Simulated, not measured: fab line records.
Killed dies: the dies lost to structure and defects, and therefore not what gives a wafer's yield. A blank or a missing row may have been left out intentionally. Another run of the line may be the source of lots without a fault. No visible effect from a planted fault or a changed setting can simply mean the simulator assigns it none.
fab line records    flow n5Finfet
[record] lots = 7  wafers = 39
route steps=1938 shown BEOL_M7@1308 BEOL_M8@1368 BEOL_M12@1616
startH: the number of hours between the record's first day and the start of the first shown wafer of the lot    waitH: how many hours have passed since the lot's step before this one    " as in the row above    L1.1+2: a row that stands for several wafers    - value missing, or start not given    * or withheld: withheld    < > ~ a bound
route shown NAME@n: a module of which the file shows steps, and the number in the route of the first    usual: average and standard deviation across the fault-free wafers    same: alike in all rows    chamber/n: place in a boat    sites: readings site by site    _std_site: standard deviation of those values    _edge_site: the outer-site mean with the inner-site mean subtracted    radiusMm: for every site, how far away it sits from the centre of the wafer    mask NAME#n: copy n    behind: the tool/chamber that last shaped the wafer    hold: what put the lot on hold/how long, in hours/how the hold closed    device: the transistor (n, p or np) that didn't switch    end of line: tests of these same wafers at the route's end    a step without rows: its recipe alone    killed: dies that structure and defects cost at the first sort, which is not the same as the wafer's yield    map: the dies of a wafer, with x for killed, . for not killed, _ for no die there
set.NAME: the setting that was run; set.NAME@STEP: the one run at that earlier step    model.NAME: the simulator's own value behind a step, which no gauge read
lots run with intentionally changed settings; tables by step, rows by wafer
[[steps]]
[step N5_BEOL_M7_TRENCH_ETCH_37]
[recipe] chemistry = C4F6/O2  targetDepthA = 934.78  target = SiCOH_lowk  timeS = 31.2  ionEnergyEv = 250  pressureMtorr = 30  sourceW = 345  biasW = 185  Ar_flow_sccm = 300  C4F6_flow_sccm = 10  O2_flow_sccm = 10
lot.wafer  tool        chamber  startH  waitH  set.timeS  model.BEOL_M7.featureDepthNm  model.etch.depthNm  model.TiN_of_BEOL_M7_HM_DEP_02.thkNm
L075.1     rieDiel-02  2        -       -      31.2       90.4                          90.43               17.6
L075.2     "           3        "       "      31.2       92                            91.97               17.8
L075.3     "           1        "       "      31.2       92.2                          92.25               17.6
L075.4     "           2        "       "      31.2       90.2                          90.1                18
L075.5     "           1        "       "      31.2       92.8                          92.79               17.6
L075.6     "           3        "       "      31.2       92                            91.96               18
L077.1     rieDiel-02  3        -       -      31.2       92                            92.04               17.2
L077.2     "           2        "       "      13.07      38                            38                  18.6
L077.3     "           1        "       "      31.2       93                            92.93               17
L077.4     "           1        "       "      13.07      38.8                          38.9                18.4
L077.5     "           3        "       "      13.07      38.4                          38.46               18.6
L077.6     "           2        "       "      31.2       90.6                          90.57               17.2
L080.2     rieDiel-05  0        -       -      31.2       93.6                          93.65               17.8
L080.5     "           0        "       "      31.2       94                            93.97               17.4
L080.6     "           3        "       "      31.2       90.8                          90.87               17.6
L082.1     rieDiel-04  0        -       -      31.2       93.2                          93.2                17.4
L082.2     "           2        "       "      31.2       91.6                          91.52               17.2
L082.3     "           3        "       "      31.2       91.6                          91.55               17.8
L082.4     "           0        "       "      31.2       93.8                          93.89               17.4
L082.5     "           3        "       "      31.2       91.6                          91.65               17.2
L082.6     "           2        "       "      31.2       93.6                          93.54               17
L084.1     rieDiel-04  1        -       -      31.2       93.8                          93.75               17.6
L084.2     "           2        "       "      49.44      145.2                         145.1               15.8
L084.3     "           3        "       "      31.2       90.6                          90.68               17.2
L084.4     "           0        "       "      31.2       92.6                          92.58               17.4
L084.5     "           3        "       "      49.44      144                           144                 15.8
L084.6     "           0        "       "      49.44      147                           146.9               15.8
L086.1     rieDiel-02  2        -       -      19.38      56.2                          56.17               18.4
L086.2     "           0        "       "      31.2       97.8                          97.8                17
L086.3     "           3        "       "      31.2       92                            91.91               17.2
L086.4     "           1        "       "      19.38      57.2                          57.16               17.8
L086.5     "           2        "       "      19.38      56                            56.03               18.4
L086.6     "           1        "       "      31.2       92.4                          92.3                17.4
L091.1     rieDiel-04  0        -       -      19.87      59.6                          59.59               18.8
L091.2     "           2        "       "      19.87      61                            61.09               18.4
L091.3     "           1        "       "      31.2       95.2                          95.16               17.6
L091.4     "           3        "       "      31.2       92.2                          92.21               17.6
L091.5     "           3        "       "      19.87      58.4                          58.49               18.6
L091.6     "           0        "       "      31.2       93                            93                  17.4
[step N5_BEOL_M7_ETCH_41]
[recipe] chemistry = CH3F/O2  target = SiCN  targetDepthA = 319  taperDeg = 2  timeS = 57.8  ionEnergyEv = 120  maskMaterial = TiN  pressureMtorr = 30  sourceW = 395  biasW = 75  Ar_flow_sccm = 150  CH3F_flow_sccm = 30  O2_flow_sccm = 20
[step N5_BEOL_M7_STRIP_80]
[recipe] chemistry = N2/H2  timeS = 10  powerW = 450  tempC = 40  pressureMtorr = 20  rfFrequencyHz = 6e+07  biasPowerW = 7  n2FlowSccm = 200  h2FlowSccm = 200
[step N5_BEOL_M7_OCD_MEAS_38]
[usual] trenchDepthNm = 92.7/1.6
lot.wafer  tool    chamber  startH  waitH  set.timeS@BEOL_M7_TRENCH_ETCH_37  trenchDepthNm
L075.1     ocd-02  -        199.34  -      31.2                              90.0
L075.2     "       -        "       "      31.2                              91.9
L075.3     "       -        "       "      31.2                              92.3
L075.4     "       -        "       "      31.2                              90.2
L075.5     "       -        "       "      31.2                              92.6
L075.6     "       -        "       "      31.2                              92.1
L077.1     ocd-01  -        201.59  -      31.2                              91.9
L077.2     "       -        "       "      13.07                             38.0
L077.3     "       -        "       "      31.2                              92.9
L077.4     "       -        "       "      13.07                             38.4
L077.5     "       -        "       "      13.07                             38.7
L077.6     "       -        "       "      31.2                              91.0
L080.2     ocd-02  -        228.52  -      31.2                              94.0
L080.5     "       -        "       "      31.2                              93.9
L080.6     "       -        "       "      31.2                              90.8
L082.1     ocd-02  -        237.34  -      31.2                              93.7
L082.2     "       -        "       "      31.2                              91.6
L082.3     "       -        "       "      31.2                              92.3
L082.4     "       -        "       "      31.2                              93.6
L082.5     "       -        "       "      31.2                              92.0
L082.6     "       -        "       "      31.2                              94.0
L084.1     ocd-02  -        257.54  -      31.2                              93.8
L084.2     "       -        "       "      49.44                             145.2
L084.3     "       -        "       "      31.2                              91.3
L084.4     "       -        "       "      31.2                              92.8
L084.5     "       -        "       "      49.44                             144.6
L084.6     "       -        "       "      49.44                             147.5
L086.1     ocd-02  -        267.26  -      19.38                             56.2
L086.2     "       -        "       "      31.2                              97.8
L086.3     "       -        "       "      31.2                              91.5
L086.4     "       -        "       "      19.38                             56.8
L086.5     "       -        "       "      19.38                             56.0
L086.6     "       -        "       "      31.2                              92.7
L091.1     ocd-02  -        298.00  -      19.87                             59.4
L091.2     "       -        "       "      19.87                             60.9
L091.3     "       -        "       "      31.2                              95.4
L091.4     "       -        "       "      31.2                              92.1
L091.5     "       -        "       "      19.87                             58.8
L091.6     "       -        "       "      31.2                              93.2
[step N5_BEOL_M7_HM_STRIP_39]
[recipe] chemistry = peroxideTinStrip  material = TiN  targetDepthA = 250  tempC = 50  timeS = 158
[step N5_BEOL_M7_SRD_40]
[recipe] timeS = 30  tempC = 23  rinseLiquid = diw  dry = ipaMarangoni
[step N5_BEOL_M7_ECD_50]
[recipe] material = Cu  targetThkA = 3000
[step N5_BEOL_M7_ANNEAL_51]
[recipe] tempC = 225  timeS = 90  ambient = N2
[step N5_BEOL_M7_CMP_52]
[recipe] stopOn = SiCOH_lowk  tOverpolishS = 6.9  downForcePsi = 1  platenRpm = 50  clearingPlatenDownForcePsi = 1.5  clearingPlatenRpm = 50  postCmpClean = cuAlkaline  targetThkNm = 80  clearingPlatenPadVelocityMS = 0.99484  padVelocityMS = 0.99484
lot.wafer  tool    chamber  startH  waitH  set.timeS@BEOL_M7_TRENCH_ETCH_37  model.Cu_of_BEOL_M7_ECD_50.thkNm
L075.3     cmp-01  2        201.77  0.2    31.2                              79.2
L075.4     "       3        "       "      31.2                              78.6
L075.2     "       0        "       "      31.2                              80.4
L075.1     "       1        "       "      31.2                              78
L075.5     "       2        "       "      31.2                              80.2
L075.6     "       3        "       "      31.2                              79.4
L077.3     cmp-04  1        203.78  0.2    31.2                              79
L077.1     "       2        "       "      31.2                              77
L077.2     "       3        "       "      13.07                             24.4
L077.4     "       0        "       "      13.07                             25.4
L077.5     "       1        "       "      13.07                             23.2
L077.6     "       2        "       "      31.2                              76.8
L080.2     cmp-01  0        230.81  0.3    31.2                              80.4
L080.6     "       1        "       "      31.2                              79.2
L080.5     "       2        "       "      31.2                              81.8
L082.4     cmp-01  2        239.28  0.1    31.2                              80
L082.2     "       3        "       "      31.2                              76.6
L082.3     "       0        "       "      31.2                              77.6
L082.1     "       1        "       "      31.2                              78.2
L082.5     "       2        "       "      31.2                              77.4
L082.6     "       3        "       "      31.2                              79.6
L084.3     cmp-01  2        259.96  0.2    31.2                              76
L084.1     "       3        "       "      31.2                              81.2
L084.4     "       0        "       "      31.2                              79.8
L084.2     "       1        "       "      49.44                             131.6
L084.5     "       2        "       "      49.44                             130.2
L084.6     "       3        "       "      49.44                             134.6
L086.4     cmp-01  2        270.46  0.1    19.38                             41.6
L086.2     "       3        "       "      31.2                              83.6
L086.3     "       0        "       "      31.2                              77
L086.1     "       1        "       "      19.38                             40.6
L086.5     "       2        "       "      19.38                             40.4
L086.6     "       3        "       "      31.2                              77.6
L091.1     cmp-01  2        300.47  0.4    19.87                             47.2
L091.3     "       3        "       "      31.2                              83.2
L091.4     "       0        "       "      31.2                              79
L091.2     "       1        "       "      19.87                             47.6
L091.6     "       2        "       "      31.2                              79.4
L091.5     "       3        "       "      19.87                             46
[step N5_BEOL_M7_THK_MEAS_53]
[recipe] thkMeasGauge = xrf  reads = Cu_of_BEOL_M7_ECD_50
[usual] M7_THK = 79.9/1.8
lot.wafer  tool          chamber  startH  waitH  set.timeS@BEOL_M7_TRENCH_ETCH_37  M7_THK[nm]
L075.1     filmMetro-01  -        202.07  -      31.2                              79.3
L075.2     "             -        "       "      31.2                              81.0
L075.3     "             -        "       "      31.2                              80.0
L075.4     "             -        "       "      31.2                              79.6
L075.5     "             -        "       "      31.2                              81.1
L075.6     "             -        "       "      31.2                              80.1
L077.1     filmMetro-01  -        204.07  -      31.2                              77.9
L077.2     "             -        "       "      13.07                             24.8
L077.3     "             -        "       "      31.2                              80.1
L077.4     "             -        "       "      13.07                             25.7
L077.5     "             -        "       "      13.07                             23.5
L077.6     "             -        "       "      31.2                              77.8
L080.2     filmMetro-01  -        230.99  -      31.2                              81.1
L080.5     "             -        "       "      31.2                              83.2
L080.6     "             -        "       "      31.2                              80.6
L082.1     filmMetro-01  -        239.57  -      31.2                              79.0
L082.2     "             -        "       "      31.2                              77.0
L082.3     "             -        "       "      31.2                              78.4
L082.4     "             -        "       "      31.2                              80.4
L082.5     "             -        "       "      31.2                              78.3
L082.6     "             -        "       "      31.2                              80.4
L084.1     filmMetro-01  -        260.25  -      31.2                              81.8
L084.2     "             -        "       "      49.44                             133.1
L084.3     "             -        "       "      31.2                              76.7
L084.4     "             -        "       "      31.2                              80.6
L084.5     "             -        "       "      49.44                             131.8
L084.6     "             -        "       "      49.44                             136.6
L086.1     filmMetro-01  -        270.75  -      19.38                             41.1
L086.2     "             -        "       "      31.2                              85.2
L086.3     "             -        "       "      31.2                              78.1
L086.4     "             -        "       "      19.38                             42.4
L086.5     "             -        "       "      19.38                             41.2
L086.6     "             -        "       "      31.2                              78.5
L091.1     filmMetro-02  -        300.77  -      19.87                             47.7
L091.2     "             -        "       "      19.87                             47.8
L091.3     "             -        "       "      31.2                              82.9
L091.4     "             -        "       "      31.2                              79.0
L091.5     "             -        "       "      19.87                             46.3
L091.6     "             -        "       "      31.2                              79.2
[step N5_BEOL_M7_PRE_CLEAN_55]
[recipe] gas = NH3  timeS = 15  tempC = withheld  rfPowerW = 300
[step N5_BEOL_M7_DEP_56]
[recipe] material = SiCN  targetThkA = 100  tempC = withheld  precursor = 3MS/NH3  pressureTorr = 3  rfW = 202  timeS = 17.5
[step N5_BEOL_M7_RS_MEAS_57]
[recipe] thkMeasGauge = four-point-probe  reads = Cu_of_BEOL_M7_ECD_50+Co_of_BEOL_M7_CVD_78+TaN_of_BEOL_M7_ALD_77
[usual] M7_RS = 0.289/0.0078
lot.wafer  tool          chamber  startH  waitH  set.timeS@BEOL_M7_TRENCH_ETCH_37  M7_RS[ohm/sq]
L075.1     filmMetro-01  -        202.20  0.1    31.2                              0.294
L075.2     "             -        "       "      31.2                              0.284
L075.3     "             -        "       "      31.2                              0.290
L075.4     "             -        "       "      31.2                              0.292
L075.5     "             -        "       "      31.2                              0.284
L075.6     "             -        "       "      31.2                              0.288
L077.1     filmMetro-02  -        204.20  0.1    31.2                              0.299
L077.2     "             -        "       "      13.07                             1.302
L077.3     "             -        "       "      31.2                              0.291
L077.4     "             -        "       "      13.07                             1.234
L077.5     "             -        "       "      13.07                             1.398
L077.6     "             -        "       "      31.2                              0.300
L080.2     filmMetro-02  -        231.12  0.1    31.2                              0.284
L080.5     "             -        "       "      31.2                              0.278
L080.6     "             -        "       "      31.2                              0.289
L082.1     filmMetro-02  -        239.73  0.1    31.2                              0.294
L082.2     "             -        "       "      31.2                              0.300
L082.3     "             -        "       "      31.2                              0.297
L082.4     "             -        "       "      31.2                              0.286
L082.5     "             -        "       "      31.2                              0.297
L082.6     "             -        "       "      31.2                              0.288
L084.1     filmMetro-01  -        260.38  0.1    31.2                              0.280
L084.2     "             -        "       "      49.44                             0.162
L084.3     "             -        "       "      31.2                              0.304
L084.4     "             -        "       "      31.2                              0.286
L084.5     "             -        "       "      49.44                             0.164
L084.6     "             -        "       "      49.44                             0.158
L086.1     filmMetro-01  -        270.91  0.1    19.38                             0.660
L086.2     "             -        "       "      31.2                              0.271
L086.3     "             -        "       "      31.2                              0.299
L086.4     "             -        "       "      19.38                             0.637
L086.5     "             -        "       "      19.38                             0.662
L086.6     "             -        "       "      31.2                              0.297
L091.1     filmMetro-01  -        300.90  0.1    19.87                             0.543
L091.2     "             -        "       "      19.87                             0.538
L091.3     "             -        "       "      31.2                              0.273
L091.4     "             -        "       "      31.2                              0.290
L091.5     "             -        "       "      19.87                             0.562
L091.6     "             -        "       "      31.2                              0.288
[step N5_BEOL_M8_DESCUM_33]
[recipe] chemistry = O2  timeS = 7  sourcePowerW = 50  biasPowerW = 20  pressureMtorr = 20  rfFrequencyHz = 2.712e+07  tempC = 40  resist = CAR-EUV  o2FlowSccm = 225
lot.wafer   tool        chamber  startH  waitH  set.timeS  model.CAR-EUV_of_BEOL_M8_COAT_22.thkNm
L075.1+2+4  rieDiel-01  2,1,3    207.18  0.1    8.947      25
L075.3+5+6  "           0,2,3    "       "      7          26
L077.1+6    rieDiel-06  1,3      208.71  0.0    7          26
L077.2+3+5  "           0,2,2    "       "      4.417      27.2
L077.4      "           3        "       "      7          25.8
L080.2      rieDiel-03  2        237.03  0.0    7          26.2
L080.5+6    "           3,2      "       "      7          26
L082.1      rieDiel-03  3        245.65  0.2    8.595      25.2
L082.2+3+6  "           2,1,3    "       "      7          26
L082.4+5    "           0        "       "      8.595      25.4
L084.1+4+5  rieDiel-06  0,2,0    264.66  0.3    5.132      27
L084.2+3+6  "           3,1,1    "       "      7          26
L086.1+2+6  rieDiel-06  1,2,3    275.34  0.0    5.406      26.8
L086.3+4+5  "           0,3,0    "       "      7          26
L091.1+3+6  rieDiel-06  2,3,2    305.72  0.0    5.324      26.8
L091.2+5    "           1        "       "      7          25.8
L091.4      "           0        "       "      7          26
[step N5_BEOL_M8_ETCH_72]
[recipe] chemistry = N2/H2  target = underlayer  targetDepthA = 65  maskMaterial = CAR-EUV  timeS = 5.2  ionEnergyEv = 200  pressureMtorr = 30  sourceW = 840  biasW = 150  n2FlowSccm = 200  h2FlowSccm = 200  ends = cleared
lot.wafer   tool        chamber  startH  waitH  set.timeS@BEOL_M8_DESCUM_33  model.CAR-EUV_of_BEOL_M8_COAT_22.thkNm
L075.1+2+4  rieDiel-01  2,1,3    207.22  0.0    8.947                        19.2
L075.3+5+6  "           0,2,3    "       "      7                            20.2
L077.1+4+6  rieDiel-06  1,3,3    208.74  0.0    7                            20.2
L077.2+3+5  "           0,2,2    "       "      4.417                        21.6
L080.2+6    rieDiel-03  2        237.06  0.0    7                            20.4
L080.5      "           3        "       "      7                            20.2
L082.1      rieDiel-03  3        245.69  0.0    8.595                        19.4
L082.2+6    "           2,3      "       "      7                            20.2
L082.3      "           1        "       "      7                            20.4
L082.4+5    "           0        "       "      8.595                        19.6
L084.1+4    rieDiel-06  0,2      264.70  0.0    5.132                        21.2
L084.2+3+6  "           3,1,1    "       "      7                            20.2
L084.5      "           0        "       "      5.132                        21.4
L086.1+2    rieDiel-06  1,2      275.38  0.0    5.406                        21.2
L086.3+5    "           0        "       "      7                            20.4
L086.4      "           3        "       "      7                            20.2
L086.6      "           3        "       "      5.406                        21
L091.1+3+6  rieDiel-06  2,3,2    305.75  0.0    5.324                        21
L091.2+4+5  "           1,0,1    "       "      7                            20.2
[step N5_BEOL_M12_ETCH_59]
[recipe] chemistry = N2/H2  target = BARC  targetDepthA = 890  overetchA = 267  timeS = 67.9  ionEnergyEv = 200  pressureMtorr = 30  sourceW = 840  biasW = 150  n2FlowSccm = 200  h2FlowSccm = 200
lot.wafer  tool        chamber  startH  waitH  set.targetDepthA  model.coat_of_BEOL_M12_COAT_04.thkNm
L077.1     rieDiel-03  1        239.61  0.0    890               318.2
L077.2     "           3        "       "      890               315.4
L077.3     "           0        "       "      1026              311.8
L077.4     "           2        "       "      1026              312.4
L077.5     "           3        "       "      890               315.2
L077.6     "           2        "       "      1026              311
L075.1     rieDiel-06  1        240.74  0.0    697.8             326.2
L075.2     "           3        "       "      890               313.4
L075.3     "           0        "       "      697.8             328
L075.4     "           2        "       "      697.8             325.6
L075.5     "           1        "       "      890               314
L075.6     "           2        "       "      890               313.2
L080.2     rieDiel-06  1        268.32  0.0    890               316.4
L080.5     "           2        "       "      890               318
L080.6     "           1        "       "      890               317.2
L082.1     rieDiel-01  1        277.97  0.0    428.4             344
L082.2     "           0        "       "      428.4             343
L082.3     "           3        "       "      428.4             343.8
L082.4     "           2        "       "      890               314.4
L082.5     "           0        "       "      890               316.2
L082.6     "           3        "       "      890               316.8
L084.1     rieDiel-06  3        293.61  0.0    890               317.6
L084.2     "           1        "       "      610.5             334.4
L084.3+5   "           2        "       "      610.5             335.4
L084.4     "           0        "       "      890               321.2
L084.6     "           3        "       "      890               317.8
L086.1     rieDiel-03  0        301.33  0.0    890               316.8
L086.2     "           3        "       "      516.1             335.6
L086.3     "           2        "       "      516.1             339.2
L086.4     "           1        "       "      890               317
L086.5     "           1        "       "      516.1             339.4
L086.6     "           2        "       "      890               319
L091.1     rieDiel-03  3        334.64  0.0    890               313.6
L091.2     "           0        "       "      1209              300
L091.3     "           1        "       "      890               317
L091.4     "           2        "       "      1209              301.2
L091.5     "           3        "       "      890               312.6
L091.6     "           2        "       "      1209              302.4
[step N5_BEOL_M12_VIA_ETCH_16]
[recipe] chemistry = C4F8/O2/Ar  target = SiOC  pressureMtorr = 30  sourceW = 3000  biasW = 700  Ar_flow_sccm = 400  C4F8_flow_sccm = 15  O2_flow_sccm = 8  heInnerTorr = 15  heOuterTorr = 30  targetDepthA = 7248  timeS = withheld  ionEnergyEv = 250  ends = cleared
lot.wafer  tool        chamber  startH  waitH  set.targetDepthA@BEOL_M12_ETCH_59  model.coat_of_BEOL_M12_COAT_04.thkNm
L077.1     rieDiel-03  1        239.66  0.0    890                                125.2
L077.2     "           3        "       "      890                                124.2
L077.3     "           0        "       "      1026                               122.2
L077.4+6   "           2        "       "      1026                               117.8
L077.5     "           3        "       "      890                                119.6
L075.1     rieDiel-06  1        240.79  0.0    697.8                              134.4
L075.2     "           3        "       "      890                                118.6
L075.3     "           0        "       "      697.8                              136.8
L075.4     "           2        "       "      697.8                              130.6
L075.5     "           1        "       "      890                                120.6
L075.6     "           2        "       "      890                                117.4
L080.2     rieDiel-06  1        268.37  0.0    890                                126
L080.5     "           2        "       "      890                                124.8
L080.6     "           1        "       "      890                                120.8
L082.1     rieDiel-01  1        278.02  0.0    428.4                              145
L082.2     "           0        "       "      428.4                              146.2
L082.3     "           3        "       "      428.4                              149.4
L082.4     "           2        "       "      890                                116.4
L082.5     "           0        "       "      890                                115
L082.6     "           3        "       "      890                                120.6
L084.1     rieDiel-06  3        293.67  0.0    890                                119.6
L084.2     "           1        "       "      610.5                              135.2
L084.3     "           2        "       "      610.5                              136.6
L084.4     "           0        "       "      890                                118.4
L084.5     "           2        "       "      610.5                              132
L084.6     "           3        "       "      890                                114.6
L086.1     rieDiel-03  0        301.38  0.0    890                                126.4
L086.2+3   "           3,2      "       "      516.1                              144.2
L086.4     "           1        "       "      890                                124.8
L086.5     "           1        "       "      516.1                              143
L086.6     "           2        "       "      890                                123.6
L091.1     rieDiel-03  3        334.70  0.0    890                                121.8
L091.2     "           0        "       "      1209                               108.8
L091.3     "           1        "       "      890                                124.2
L091.4     "           2        "       "      1209                               106
L091.5     "           3        "       "      890                                119.8
L091.6     "           2        "       "      1209                               106.8
[step N5_BEOL_M12_STRIP_63]
[recipe] chemistry = N2/H2  powerW = 1000  tempC = 250  h2Frac = 0.65  overashFraction = 0.3  pressureMtorr = 1000  n2FlowSccm = 1750  h2FlowSccm = 3250
[usual] stripTimeToEndpointS = 42.4/0.93
lot.wafer  tool            chamber  startH  waitH  set.targetDepthA@BEOL_M12_ETCH_59  stripTimeToEndpointS
L077.1     plasmaAsher-02  0        239.86  -      890                                43.1
L077.2     "               1        "       "      890                                42.8
L077.3     "               0        "       "      1026                               42.3
L077.4     "               1        "       "      1026                               41.1
L077.5     "               1        "       "      890                                41.6
L077.6     "               0        "       "      1026                               41.1
L075.1     plasmaAsher-02  1        240.99  -      697.8                              45.5
L075.2     "               0        "       "      890                                41.3
L075.3     "               1        "       "      697.8                              46.2
L075.4     "               0        "       "      697.8                              44.5
L075.5     "               1        "       "      890                                41.8
L075.6     "               0        "       "      890                                41.0
L080.2     plasmaAsher-01  1        268.57  -      890                                43.3
L080.5     "               0        "       "      890                                43.0
L080.6     "               1        "       "      890                                41.9
L082.1     plasmaAsher-02  0        278.22  -      428.4                              48.3
L082.2     "               1        "       "      428.4                              48.7
L082.3     "               0        "       "      428.4                              49.5
L082.4     "               1        "       "      890                                40.7
L082.5     "               0        "       "      890                                40.3
L082.6     "               1        "       "      890                                41.8
L084.1     plasmaAsher-01  1        293.86  -      890                                41.6
L084.2     "               0        "       "      610.5                              45.7
L084.3     "               0        "       "      610.5                              46.2
L084.4     "               1        "       "      890                                41.2
L084.5     "               0        "       "      610.5                              44.9
L084.6     "               1        "       "      890                                40.2
L086.1     plasmaAsher-02  0        301.58  -      890                                43.4
L086.2     "               1        "       "      516.1                              48.1
L086.3     "               0        "       "      516.1                              48.1
L086.4     "               1        "       "      890                                43.0
L086.5     "               0        "       "      516.1                              47.8
L086.6     "               1        "       "      890                                42.6
L091.1     plasmaAsher-01  1        334.90  -      890                                42.2
L091.2     "               0        "       "      1209                               38.6
L091.3     "               1        "       "      890                                42.8
L091.4     "               0        "       "      1209                               37.9
L091.5     "               1        "       "      890                                41.6
L091.6     "               0        "       "      1209                               38.1
[[key]]
[split] step = N5_BEOL_M7_TRENCH_ETCH_37  setting = timeS  stated = 31.2  by = wafer
[response] step = N5_BEOL_M7_TRENCH_ETCH_37  reading = model.BEOL_M7.featureDepthNm  change = +0.928  per = 1%  r = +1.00
[response] step = N5_BEOL_M7_TRENCH_ETCH_37  reading = model.etch.depthNm  change = +0.927  per = 1%  r = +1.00
[response] step = N5_BEOL_M7_TRENCH_ETCH_37  reading = model.TiN_of_BEOL_M7_HM_DEP_02.thkNm  change = -0.0263  per = 1%  r = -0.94
[response] step = N5_BEOL_M7_OCD_MEAS_38  reading = trenchDepthNm  change = +0.929  per = 1%  r = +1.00
[response] step = N5_BEOL_M7_CMP_52  reading = model.Cu_of_BEOL_M7_ECD_50.thkNm  change = +0.93  per = 1%  r = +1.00
[response] step = N5_BEOL_M7_THK_MEAS_53  reading = M7_THK  change = +0.941  per = 1%  r = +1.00
[response] step = N5_BEOL_M7_RS_MEAS_57  reading = M7_RS  shape = bent  atLowest = 1.311  atStated = 0.290  atHighest = 0.161
[split] step = N5_BEOL_M8_DESCUM_33  setting = timeS  stated = 7  by = wafer
[response] step = N5_BEOL_M8_DESCUM_33  reading = model.CAR-EUV_of_BEOL_M8_COAT_22.thkNm  change = -0.0352  per = 1%  r = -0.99
[response] step = N5_BEOL_M8_ETCH_72  reading = model.CAR-EUV_of_BEOL_M8_COAT_22.thkNm  change = -0.0363  per = 1%  r = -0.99
[split] step = N5_BEOL_M12_ETCH_59  setting = targetDepthA  stated = 890  by = wafer
[response] step = N5_BEOL_M12_ETCH_59  reading = model.coat_of_BEOL_M12_COAT_04.thkNm  change = -0.49  per = 1%  r = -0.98
[response] step = N5_BEOL_M12_VIA_ETCH_16  reading = model.coat_of_BEOL_M12_COAT_04.thkNm  change = -0.508  per = 1%  r = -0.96
[response] step = N5_BEOL_M12_STRIP_63  reading = stripTimeToEndpointS  change = *  per = 1%  r = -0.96
